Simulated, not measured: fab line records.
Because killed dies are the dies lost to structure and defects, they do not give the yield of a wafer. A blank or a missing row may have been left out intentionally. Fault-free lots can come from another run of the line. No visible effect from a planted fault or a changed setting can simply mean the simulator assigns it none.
Split-lot trial + flow n5Finfet + on a route of 1938 steps: 7 lots, 21 wafers read

ON THE SPLIT
At N5_BEOL_M14_SPUTTER_44 (material Ta, target thk 15 nm, time 24.19 s), the setting powerW was moved away from the recipe's 15000 W on 5 of the 21 wafers read, by -7.1% to +15.7%. This setting was run at the recipe's value on the other wafers.

The split's own step is where the reading is taken.

THE READING
Ta_of_BEOL_M14_SPUTTER_44.thkNm (the simulator's own value, which no gauge read), in nm, at N5_BEOL_M14_SPUTTER_44 (material Ta, target thk 15 nm, time 24.19 s). No usual value for it is given in the file. The 16 wafers here that ran the recipe average 15.0 nm, standard deviation 0.13 nm.

| wafer  | tool, chamber at the split | powerW as run, W | against the recipe | Ta_of_BEOL_M14_SPUTTER_44.thkNm, nm | against lot-mates on the recipe |
|--------|----------------------------|------------------|--------------------|-------------------------------------|---------------------------------|
| L079.1 | pvdSputter-01, -           | 15000            | recipe             | 15                                  | -                               |
| L079.3 | pvdSputter-01, -           | 15000            | recipe             | 15                                  | -                               |
| L079.5 | pvdSputter-01, -           | 15000            | recipe             | 14.8                                | -                               |
| L082.2 | pvdSputter-01, -           | 15000            | recipe             | 15                                  | -                               |
| L082.4 | pvdSputter-01, -           | 15000            | recipe             | 15                                  | -                               |
| L082.5 | pvdSputter-01, -           | 16860            | +12.4%             | 16.8                                | +1.8                            |
| L087.1 | pvdSputter-03, -           | 15000            | recipe             | 15                                  | -                               |
| L087.3 | pvdSputter-03, -           | 17350            | +15.7%             | 17.4                                | +2.4                            |
| L087.4 | pvdSputter-03, -           | 17350            | +15.7%             | 17.6                                | +2.6                            |
| L093.1 | pvdSputter-01, -           | 15000            | recipe             | 15                                  | -                               |
| L093.2 | pvdSputter-01, -           | 15000            | recipe             | 14.8                                | -                               |
| L093.4 | pvdSputter-01, -           | 15000            | recipe             | 15.2                                | -                               |
| L091.3 | pvdSputter-02, -           | 15000            | recipe             | 15.2                                | -                               |
| L091.4 | pvdSputter-02, -           | 15000            | recipe             | 15.2                                | -                               |
| L091.5 | pvdSputter-02, -           | 15000            | recipe             | 15.2                                | -                               |
| L094.1 | pvdSputter-02, -           | 15000            | recipe             | 15.2                                | -                               |
| L094.2 | pvdSputter-02, -           | 15000            | recipe             | 15                                  | -                               |
| L094.6 | pvdSputter-02, -           | 15000            | recipe             | 15                                  | -                               |
| L096.2 | pvdSputter-01, -           | 13940            | -7.1%              | 14                                  | -1.0                            |
| L096.4 | pvdSputter-01, -           | 13940            | -7.1%              | 13.8                                | -1.2                            |
| L096.5 | pvdSputter-01, -           | 15000            | recipe             | 15                                  | -                               |

FIT RESULTS
A straight line over all 21 wafers: Ta_of_BEOL_M14_SPUTTER_44.thkNm changes by +0.155 nm for each +1% of powerW; r = +0.99; the points scatter about the line by 0.13 nm.
The same after taking each lot's own level away (the mean of its wafers on the recipe; 21 wafers): +0.156 nm for each +1%; r = +0.99; scatter 0.1 nm.
On that fit, the largest move of powerW shifts the reading by 2.4 nm.
Across the lots, their own levels run from 14.93 to 15.20 nm, a range of 2.1 times the standard deviation given above.
The two slopes are in agreement: the lot-to-lot level therefore moves the slope only a little.
Check: for one of the wafers moved furthest among these (+15.7%), held out of the fit, the line's prediction against its lot-mates is +2.47 nm. It came out at +2.4 nm against them.

THE OTHER SPLITS THESE WAFERS WENT THROUGH
These wafers also went through other splits before the reading. Each is held against what the fit with the lots' levels taken away leaves over:
| other split on the same wafers | wafers away from the commonest value | r with Ta_of_BEOL_M14_SPUTTER_44.thkNm (lot level and that fit taken away) |
|--------------------------------|--------------------------------------|----------------------------------------------------------------------------|
| N5_BEOL_M9_COAT_60 spinRpm     | 5                                    | -0.12                                                                      |
| N5_BEOL_M9_ETCH_62 sourceW     | 4                                    | -0.12                                                                      |
| N5_BEOL_M9_CMP_52 downForcePsi | 5                                    | +0.08                                                                      |
| N5_BEOL_M10_PECVD_70 timeS     | 5                                    | -0.05                                                                      |
| N5_BEOL_M11_PECVD_70 timeS     | 6                                    | +0.19                                                                      |
| N5_BEOL_M11_COAT_59 spinRpm    | 7                                    | -0.44                                                                      |
| N5_BEOL_M12_ETCH_38 timeS      | 11                                   | -0.21                                                                      |
| N5_BEOL_M13_ETCH_68 timeS      | 9                                    | -0.31                                                                      |
| N5_BEOL_M13_SPUTTER_43 timeS   | 7                                    | -0.14                                                                      |

THE FILE'S OWN FIT
Ta_of_BEOL_M14_SPUTTER_44.thkNm changes by +0.154 nm for each +1% of powerW, r = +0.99.
